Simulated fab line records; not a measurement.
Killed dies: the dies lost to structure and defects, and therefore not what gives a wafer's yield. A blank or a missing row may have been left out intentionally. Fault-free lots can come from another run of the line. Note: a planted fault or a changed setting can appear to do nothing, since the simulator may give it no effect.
What tool caused it? -- flow n5_finfet -- 11 lots, 33 wafers sampled, at 5 steps of a route of 1938

== WHAT EACH GAUGE READ, for each wafer ==
N5_BEOL_M15_THK_MEAS_50: measures by xrf.
lot,measured,on,M15_THK (nm)
L129,day 13 09:39,film_metro-01,825 842 816
L128,day 13 15:50,film_metro-02,833 840 821
L131,day 13 22:15,film_metro-02,859 851 837
L130,day 14 06:24,film_metro-01,853 868 845
L134,day 14 07:40,film_metro-02,860 857 865
L133,day 14 11:44,film_metro-01,848 862 861
L136,day 15 21:36,film_metro-01,847 836 817
L137,day 16 01:58,film_metro-01,832 845 822
L138,day 16 10:37,film_metro-01,801 824 831
L149,day 18 21:14,film_metro-02,833 830 884
L151,day 19 03:52,film_metro-02,852 849 848

N5_PASSIVATION_CD_MEAS_44 targets a cd of 40000 nm.
lot,measured,on,cd_nm (nm)
L129,day 13 20:25,cd_sem-01,40004 40002 39996
L128,day 14 01:43,cd_sem-01,40005 40002 40007
L131,day 14 08:13,cd_sem-01,40004 40006 40004
L130,day 14 22:40,cd_sem-03,39998 39996 39998
L134,day 14 22:17,cd_sem-02,39997 40001 39995
L133,day 15 14:16,cd_sem-02,40008 40007 40006
L136,day 16 08:15,cd_sem-01,40009 40001 39998
L137,day 16 12:34,cd_sem-02,39994 39998 40002
L138,day 17 02:28,cd_sem-02,40048 39999 40002
L149,day 19 08:32,cd_sem-01,40001 39997 40003
L151,day 19 13:33,cd_sem-02,40000 39997 40000

== WHICH TOOL RAN EACH LOT (tool, then ch and the chambers of the sampled wafers, then the start) ==
lot,N5_PASSIVATION_PECVD_00,N5_MIM_BOT_SPUTTER_00,N5_PASSIVATION_EXPOSE_41
L129,"pecvd-03 ch 0,1,2, day 13 10:47","pvd_sputter-02, day 13 12:02","krf_scanner-01 ch 0, day 13 20:14"
L128,"pecvd-03 ch 0,1,2, day 13 17:01","pvd_sputter-02, day 13 17:44","krf_scanner-02 ch 0, day 14 01:33"
L131,"pecvd-03 ch 1, day 13 23:24","pvd_sputter-03, day 13 23:50","krf_scanner-02 ch 0, day 14 08:02"
L130,"pecvd-02 ch 0,1,2, day 14 07:33","pvd_sputter-03, day 14 09:03","krf_scanner-01 ch 0, day 14 22:29"
L134,"pecvd-02 ch 1,2, day 14 09:01","pvd_sputter-03, day 14 09:57","krf_scanner-01 ch 0, day 14 22:07"
L133,"pecvd-02 ch 1,2, day 14 12:53","pvd_sputter-01, day 14 13:27","krf_scanner-02 ch 0, day 15 14:05"
L136,"pecvd-01 ch 0,1, day 15 22:44","pvd_sputter-03, day 16 00:13","krf_scanner-02 ch 0, day 16 08:05"
L137,"pecvd-03 ch 0,2, day 16 03:07","pvd_sputter-02, day 16 03:53","krf_scanner-01 ch 0, day 16 12:23"
L138,"pecvd-03 ch 1,2, day 16 11:45","pvd_sputter-02, day 16 13:35","krf_scanner-02 ch 0, day 17 02:17"
L149,"pecvd-01 ch 0,1,2, day 18 22:22","pvd_sputter-01, day 18 22:56","krf_scanner-01 ch 0, day 19 08:22"
L151,"pecvd-02 ch 0,1, day 19 05:01","pvd_sputter-03, day 19 05:28","krf_scanner-01 ch 0, day 19 13:23"
- N5_PASSIVATION_PECVD_00: deposits SiO2 from SiH4/N2O, target thk 200 nm, time 11.2 s.
- N5_MIM_BOT_SPUTTER_00: material TiN, target thk 35 nm, time 89.7 s.
- N5_PASSIVATION_EXPOSE_41: exposes mask PASS OPEN, defocus 0 nm, target cd 40000 nm.

== WHAT THE TOOLS THEMSELVES READ (means of the sampled wafers that have a number; where no wafer has one, the mark that the record gives instead) ==
N5_PASSIVATION_PECVD_00.
lot,tool,heater_power_w (W),showerhead_plenum_p_Torr (Torr),throttle_valve_pct (%)
L129,pecvd-03,614,8.16,51.6
L128,pecvd-03,600,8.16,51.5
L131,pecvd-03,639,8.17,52.0
L130,pecvd-02,607,8.09,53.5
L134,pecvd-02,643,8.15,54.2
L133,pecvd-02,616,8.16,54.1
L136,pecvd-01,715,8.24,53.1
L137,pecvd-03,613,8.13,51.2
L138,pecvd-03,689,8.16,51.5
L149,pecvd-01,741,8.26,51.9
L151,pecvd-02,665,8.12,55.1

N5_MIM_BOT_SPUTTER_00.
lot,tool,throttle_valve_pct (%)
L129,pvd_sputter-02,30.4
L128,pvd_sputter-02,30.7
L131,pvd_sputter-03,30.6
L130,pvd_sputter-03,31.1
L134,pvd_sputter-03,31.4
L133,pvd_sputter-01,30.2
L136,pvd_sputter-03,31.1
L137,pvd_sputter-02,30.6
L138,pvd_sputter-02,30.4
L149,pvd_sputter-01,29.4
L151,pvd_sputter-03,30.4

N5_PASSIVATION_EXPOSE_41.
lot,tool,focus_offset_nm (nm)
L129,krf_scanner-01,-0.8
L128,krf_scanner-02,-0.7
L131,krf_scanner-02,-0.2
L130,krf_scanner-01,0.4
L134,krf_scanner-01,0.1
L133,krf_scanner-02,-0.5
L136,krf_scanner-02,-0.0
L137,krf_scanner-01,-0.2
L138,krf_scanner-02,-0.0
L149,krf_scanner-01,-0.6
L151,krf_scanner-01,-0.3

== THE ANSWER, worked out from the rows above alone ==
Rule: what is usual is taken from the lots themselves. Put in order of their means at a reading, lots are off if they are a third of the lots or fewer, leave a main group of 4 or more, and stand apart from it by a gap of 3 or more times the standard deviation of the main group's means; of several such gaps the widest counts. A main group is skipped when, at the precision printed for the reading in the tables above, its means are all equal. A lot without any number at a reading at which 4 lots or more have one is off too. Where the step has rows for the other lots, those lots are counted as sound. First the gauges in route order, then the tools' own readings, where a lot's mean is used as printed above. At the first step where some lot is off, the reading lying furthest off is the one used; lots without a number count as furthest.
No lot is off on any of the readings shown, so nothing can be concluded from this.

== WHAT THE SIMULATOR HAD PUT IN ==
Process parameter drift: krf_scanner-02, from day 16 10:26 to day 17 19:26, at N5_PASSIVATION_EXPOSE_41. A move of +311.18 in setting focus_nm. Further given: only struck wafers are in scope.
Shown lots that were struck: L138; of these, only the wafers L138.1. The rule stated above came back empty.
